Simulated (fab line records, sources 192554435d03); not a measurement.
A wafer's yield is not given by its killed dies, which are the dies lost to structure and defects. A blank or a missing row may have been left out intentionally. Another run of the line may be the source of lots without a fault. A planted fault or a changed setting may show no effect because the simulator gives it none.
The tool behind it: which one? ; flow n5-finfet ; 24 lots with 72 wafers sampled at 6 steps, on a route of 1938 steps

== WHAT THE GAUGES SHOWED, per wafer ==
N5_HKMG_FIN_OVL_MEAS_13.
lot;measured;on;NWFM_OVL (nm)
L074;day 4 04:11;overlay-01;-0.8 0.1 1.8
L075;day 4 13:50;overlay-02;0.6 1.2 1.7
L076;day 4 14:47;overlay-02;-1.1 -1.0 -1.6
L077;day 4 20:42;overlay-01;-1.3 -0.7 -0.2
L078;day 5 02:49;overlay-01;-0.1 -0.2 -0.7
L079;day 5 09:53;overlay-01;-0.2 -0.3 -1.3
L080;day 5 14:40;overlay-02;-1.2 -1.1 -0.9
L081;day 5 20:50;overlay-01;-0.3 -0.7 0.0
L082;day 6 06:03;overlay-01;-0.2 0.0 0.7
L083;day 6 14:01;overlay-02;-0.2 0.8 -0.6
L084;day 6 16:31;overlay-02;-1.9 -0.4 -0.5
L085;day 6 23:25;overlay-01;-0.5 -0.4 -0.9
L086;day 7 04:59;overlay-01;0.3 -0.2 -1.1
L087;day 7 10:40;overlay-01;-1.8 -1.5 -0.3
L088;day 7 15:13;overlay-02;-0.8 -0.3 -1.5
L089;day 7 21:38;overlay-02;-0.1 -0.3 0.0
L090;day 8 03:21;overlay-01;0.2 -0.2 0.7
L091;day 8 07:51;overlay-01;0.1 1.0 -0.7
L092;day 8 15:53;overlay-02;0.5 -0.4 -0.5
L093;day 8 19:38;overlay-02;0.6 0.4 0.3
L094;day 9 02:38;overlay-01;0.5 0.8 0.1
L095;day 9 10:17;overlay-01;-0.2 -0.5 -0.3
L096;day 9 16:55;overlay-01;0.4 -0.3 -0.2
L097;day 10 02:33;overlay-02;-0.7 -1.5 0.6

N5_GATE_CUT_CD_MEAS_13: the cd target is 20 nm.
lot;measured;on;cd-nm (nm)
L074;day 4 12:45;cd-sem-02;19.70 20.11 20.03
L075;day 4 23:01;cd-sem-01;19.85 19.77 20.41
L076;day 5 01:10;cd-sem-01;20.13 19.70 20.20
L077;day 5 06:58;cd-sem-02;19.68 20.11 20.39
L078;day 5 11:07;cd-sem-02;20.17 20.40 20.37
L079;day 5 18:08;cd-sem-03;20.31 20.35 20.41
L080;day 5 22:58;cd-sem-03;19.96 20.03 19.89
L081;day 6 05:43;cd-sem-01;20.11 20.23 20.33
L082;day 6 14:12;cd-sem-02;19.93 19.89 20.02
L083;day 6 22:40;cd-sem-01;20.08 20.34 20.17
L084;day 7 00:47;cd-sem-02;20.04 20.00 20.00
L085;day 7 07:46;cd-sem-03;19.73 19.67 19.70
L086;day 7 13:26;cd-sem-01;19.95 19.65 20.24
L087;day 7 19:06;cd-sem-01;19.86 20.21 20.26
L088;day 8 00:06;cd-sem-02;19.90 20.52 20.21
L089;day 8 05:54;cd-sem-01;20.22 20.09 20.13
L090;day 8 12:41;cd-sem-01;20.31 19.89 20.26
L091;day 8 16:14;cd-sem-01;19.77 19.96 19.99
L092;day 9 00:14;cd-sem-01;20.15 20.06 19.87
L093;day 9 03:57;cd-sem-02;19.86 19.85 19.90
L094;day 9 11:07;cd-sem-02;19.88 19.74 20.30
L095;day 9 18:19;cd-sem-03;20.03 20.33 20.21
L096;day 10 01:38;cd-sem-01;19.83 20.32 20.30
L097;day 10 10:56;cd-sem-01;19.84 19.95 20.09

N5_MOL_CONTACT_COAG_CD_MEAS_08: the cd target is 28 nm.
lot;measured;on;cd-nm (nm)
L074;day 4 16:32;cd-sem-03;27.98 28.01 27.91
L075;day 5 03:15;cd-sem-03;27.84 27.76 27.89
L076;day 5 06:14;cd-sem-03;28.00 28.07 27.82
L077;day 5 10:46;cd-sem-03;27.87 27.74 28.17
L078;day 5 14:55;cd-sem-03;28.02 28.17 28.45
L079;day 5 22:32;cd-sem-03;27.65 28.10 28.26
L080;day 6 04:56;cd-sem-02;28.03 28.12 28.17
L081;day 6 09:38;cd-sem-02;28.19 28.01 27.83
L082;day 6 18:07;cd-sem-02;28.14 27.85 27.83
L083;day 7 02:56;cd-sem-03;28.11 27.94 28.34
L084;day 7 04:44;cd-sem-03;28.07 28.00 27.98
L085;day 7 11:33;cd-sem-01;27.79 27.97 27.74
L086;day 7 17:13;cd-sem-03;27.68 27.86 27.96
L087;day 7 23:38;cd-sem-02;27.74 28.20 28.22
L088;day 8 04:01;cd-sem-01;28.19 28.14 28.27
L089;day 8 09:52;cd-sem-03;27.69 27.95 27.89
L090;day 8 17:00;cd-sem-02;27.82 27.79 28.19
L091;day 8 20:09;cd-sem-01;27.76 27.78 28.10
L092;day 9 05:21;cd-sem-01;28.13 27.90 27.69
L093;day 9 08:04;cd-sem-03;27.82 27.93 28.08
L094;day 9 14:58;cd-sem-02;27.54 27.95 27.77
L095;day 9 22:16;cd-sem-03;27.90 27.78 27.92
L096;day 10 05:32;cd-sem-03;27.89 28.05 28.20
L097;day 10 15:10;cd-sem-01;28.07 27.95 28.12

== TOOL THAT RAN EACH LOT (tool first, then ch and the chambers of the sampled wafers, then the start) ==
lot;N5_HKMG_FIN_STRIP_93;N5_GATE_CUT_STRIP_42;N5_GATE_CUT_VAPOR_ETCH_49
L074;rie-diel-04 ch 0,1,3, day 4 01:43;rie-diel-03 ch 1,2,3, day 4 13:07;rie-metal-03 ch 0,1, day 4 13:29
L075;rie-diel-05 ch 0,1,2, day 4 11:14;rie-diel-01 ch 0,2, day 4 23:32;rie-metal-03 ch 0,1, day 4 23:53
L076;rie-diel-04 ch 0,1,2, day 4 12:14;rie-diel-01 ch 1,2, day 5 01:32;rie-metal-02 ch 0,1, day 5 01:55
L077;rie-diel-04 ch 0,1,3, day 4 18:11;rie-diel-06 ch 0,3, day 5 07:21;rie-metal-03 ch 1, day 5 07:42
L078;rie-diel-02 ch 0,1, day 5 00:14;rie-diel-03 ch 0,1,2, day 5 11:30;rie-metal-03 ch 0,1, day 5 11:51
L079;rie-diel-02 ch 0,1,3, day 5 07:19;rie-diel-06 ch 0,2,3, day 5 18:44;rie-metal-03 ch 0,1, day 5 19:05
L080;rie-diel-02 ch 1,2, day 5 12:12;rie-diel-06 ch 1,3, day 5 23:20;rie-metal-03 ch 0,1, day 5 23:42
L081;rie-diel-02 ch 0,2,3, day 5 18:08;rie-diel-06 ch 0,2,3, day 6 06:05;rie-metal-03 ch 0,1, day 6 06:26
L082;rie-diel-05 ch 1,2, day 6 03:27;rie-diel-01 ch 1,2,3, day 6 14:42;rie-metal-03 ch 0,1, day 6 15:03
L083;rie-diel-04 ch 0,2,3, day 6 11:33;rie-diel-06 ch 0,2,3, day 6 23:02;rie-metal-03 ch 0,1, day 6 23:23
L084;rie-diel-05 ch 1,2,3, day 6 13:58;rie-diel-06 ch 0,2,3, day 7 01:18;rie-metal-01 ch 0,1, day 7 01:40
L085;rie-diel-02 ch 0,1,3, day 6 20:44;rie-diel-01 ch 0,2, day 7 08:08;rie-metal-01 ch 0,1, day 7 08:29
L086;rie-diel-05 ch 0,1,3, day 7 02:23;rie-diel-03 ch 0,1, day 7 13:48;rie-metal-02 ch 0,1, day 7 14:10
L087;rie-diel-05 ch 0,3, day 7 07:51;rie-diel-06 ch 1,3, day 7 19:32;rie-metal-02 ch 0, day 7 19:53
L088;rie-diel-02 ch 2,3, day 7 12:38;rie-diel-06 ch 0,1,2, day 8 00:28;rie-metal-02 ch 0,1, day 8 00:50
L089;rie-diel-04 ch 1,2,3, day 7 19:02;rie-diel-03 ch 0,2,3, day 8 06:16;rie-metal-02 ch 0,1, day 8 06:38
L090;rie-diel-04 ch 1,2, day 8 00:52;rie-diel-01 ch 1,2, day 8 13:10;rie-metal-03 ch 0,1, day 8 13:32
L091;rie-diel-04 ch 1,2,3, day 8 05:16;rie-diel-03 ch 1,2,3, day 8 16:37;rie-metal-03 ch 0,1, day 8 16:58
L092;rie-diel-02 ch 0,2, day 8 13:05;rie-diel-06 ch 2,3, day 9 00:43;rie-metal-02 ch 0,1, day 9 01:09
L093;rie-diel-04 ch 1,2,3, day 8 17:09;rie-diel-01 ch 1,3, day 9 04:38;rie-metal-03 ch 1, day 9 05:00
L094;rie-diel-04 ch 0,2,3, day 9 00:06;rie-diel-01 ch 0,1,3, day 9 11:34;rie-metal-01 ch 0,1, day 9 11:55
L095;rie-diel-04 ch 2,3, day 9 07:34;rie-diel-03 ch 0,1, day 9 18:41;rie-metal-01 ch 0,1, day 9 19:03
L096;rie-diel-05 ch 0,1,3, day 9 14:18;rie-diel-03 ch 0,3, day 10 01:59;rie-metal-01 ch 0,1, day 10 02:22
L097;rie-diel-05 ch 1,3, day 9 23:58;rie-diel-06 ch 1,2,3, day 10 11:21;rie-metal-02 ch 0, day 10 11:56
- N5_HKMG_FIN_STRIP_93: strips SOC in N2/H2, time 20 s.
- N5_GATE_CUT_STRIP_42: strips in O2.
- N5_GATE_CUT_VAPOR_ETCH_49: etches TiAlC in BCl3/Cl2.

== WHAT THE TOOLS THEMSELVES READ (means of the sampled wafers that have a number; where no wafer has one, the mark that the record gives instead) ==
N5_HKMG_FIN_STRIP_93.
lot;tool;drypump-motor-current-A (A);n2-flow-sccm (sccm);oes-product-au (a.u.);power-w (W);rf-vpp-V (V);showerhead-plenum-p-Torr (Torr);throttle-valve-pct (%)
L074;rie-diel-04;5.6;299.0;0.82;498.2;53.9;3.32;19.3
L075;rie-diel-05;5.8;300.5;0.70;499.6;54.1;3.38;19.5
L076;rie-diel-04;5.6;300.8;0.80;500.6;53.3;3.28;19.0
L077;rie-diel-04;5.6;299.4;0.79;501.8;52.7;3.32;19.3
L078;rie-diel-02;5.7;299.6;0.74;499.6;54.2;3.31;18.8
L079;rie-diel-02;5.7;299.8;0.76;501.7;54.4;3.32;19.0
L080;rie-diel-02;5.7;300.4;0.81;500.7;53.8;3.53;19.3
L081;rie-diel-02;5.6;300.0;0.78;499.8;53.9;3.34;19.1
L082;rie-diel-05;5.7;300.9;0.70;498.7;54.5;3.37;19.4
L083;rie-diel-04;5.5;300.7;0.71;500.6;53.2;3.32;19.2
L084;rie-diel-05;5.9;300.4;0.70;500.1;53.9;3.38;19.3
L085;rie-diel-02;5.7;300.4;0.76;499.7;54.4;3.31;19.0
L086;rie-diel-05;6.1;299.3;0.78;497.9;54.0;3.37;19.3
L087;rie-diel-05;6.4;300.4;0.86;500.2;55.0;3.46;19.2
L088;rie-diel-02;5.7;300.5;0.79;499.5;54.3;3.44;19.3
L089;rie-diel-04;5.3;299.9;0.77;500.4;55.1;3.35;19.2
L090;rie-diel-04;5.3;299.7;0.78;500.2;55.4;3.31;18.9
L091;rie-diel-04;5.3;300.6;0.77;498.7;54.9;3.34;19.2
L092;rie-diel-02;5.6;300.3;0.75;500.4;54.1;3.32;19.0
L093;rie-diel-04;5.3;300.2;0.76;500.1;54.1;3.34;19.3
L094;rie-diel-04;5.5;300.7;0.78;500.4;53.8;3.45;19.2
L095;rie-diel-04;5.1;300.1;0.69;500.2;54.2;3.40;19.5
L096;rie-diel-05;6.1;300.3;0.84;498.2;54.2;3.50;19.2
L097;rie-diel-05;5.8;301.3;0.85;501.6;54.5;3.55;19.2

N5_GATE_CUT_STRIP_42.
lot;tool;drypump-motor-current-A (A);oes-product-au (a.u.);rf-vpp-V (V);showerhead-plenum-p-Torr (Torr);throttle-valve-pct (%)
L074;rie-diel-03;5.8;0.82;3.7;2.11;16.47
L075;rie-diel-01;5.5;0.74;3.3;2.09;16.93
L076;rie-diel-01;5.7;0.82;3.9;2.08;16.84
L077;rie-diel-06;6.3;0.76;4.4;2.13;16.59
L078;rie-diel-03;5.7;0.84;3.6;2.13;16.58
L079;rie-diel-06;5.9;0.78;3.2;2.10;16.57
L080;rie-diel-06;6.1;0.68;3.6;2.04;16.90
L081;rie-diel-06;5.9;0.77;3.8;2.10;16.58
L082;rie-diel-01;5.8;0.83;3.9;2.09;16.74
L083;rie-diel-06;5.9;0.76;4.0;2.10;16.59
L084;rie-diel-06;5.9;0.76;3.9;2.10;16.59
L085;rie-diel-01;5.5;0.92;3.5;2.08;16.66
L086;rie-diel-03;5.5;0.76;3.6;2.13;16.61
L087;rie-diel-06;6.1;0.88;3.7;2.03;16.60
L088;rie-diel-06;6.1;0.85;3.7;2.12;16.62
L089;rie-diel-03;6.0;0.85;3.5;2.07;16.59
L090;rie-diel-01;5.6;0.75;3.9;2.03;16.93
L091;rie-diel-03;5.7;0.78;3.4;2.10;16.52
L092;rie-diel-06;5.6;0.76;4.1;2.07;16.59
L093;rie-diel-01;5.8;0.77;3.4;2.03;16.81
L094;rie-diel-01;5.7;0.84;3.6;2.06;16.68
L095;rie-diel-03;5.5;0.75;3.6;2.12;16.65
L096;rie-diel-03;6.1;0.84;3.4;2.05;16.70
L097;rie-diel-06;5.9;0.79;3.6;2.04;16.62

N5_GATE_CUT_VAPOR_ETCH_49.
lot;tool;drypump-motor-current-A (A);oes-product-au (a.u.)
L074;rie-metal-03;5.4;0.79
L075;rie-metal-03;5.4;0.79
L076;rie-metal-02;6.1;0.75
L077;rie-metal-03;5.4;0.83
L078;rie-metal-03;5.4;0.74
L079;rie-metal-03;5.4;0.78
L080;rie-metal-03;5.3;0.73
L081;rie-metal-03;5.4;0.78
L082;rie-metal-03;5.4;0.78
L083;rie-metal-03;5.4;0.78
L084;rie-metal-01;5.7;0.67
L085;rie-metal-01;5.7;0.67
L086;rie-metal-02;6.1;0.74
L087;rie-metal-02;6.3;0.79
L088;rie-metal-02;6.0;0.74
L089;rie-metal-02;5.9;0.68
L090;rie-metal-03;5.4;0.72
L091;rie-metal-03;5.3;0.72
L092;rie-metal-02;5.9;0.68
L093;rie-metal-03;5.4;0.80
L094;rie-metal-01;5.8;0.67
L095;rie-metal-01;5.6;0.65
L096;rie-metal-01;5.7;0.66
L097;rie-metal-02;6.3;0.77

== THE ANSWER, worked out from the rows above alone ==
Rule: the lots themselves supply what counts as usual. The widest of any qualifying gaps counts: lots, ordered by their means at a reading, are off when they make up no more than a third of the lots, leave a main group of 4 or more, and stand apart from it by 3 or more times the standard deviation of that group's means. The tables above print the reading to a certain number of digits; a main group whose means all agree to those digits is not used. A lot without any number at a reading at which 4 lots or more have one is off too. Where the step has rows for the other lots, those lots are counted as sound. First the gauges in route order, then the tools' own readings, where a lot's mean is used as printed above. At the first step where some lot is off, the reading lying furthest off is the one used; lots without a number count as furthest.
Across all readings shown, no lot is off: no conclusion can be drawn from this.

== WHAT THE SIMULATOR HAD INSERTED ==
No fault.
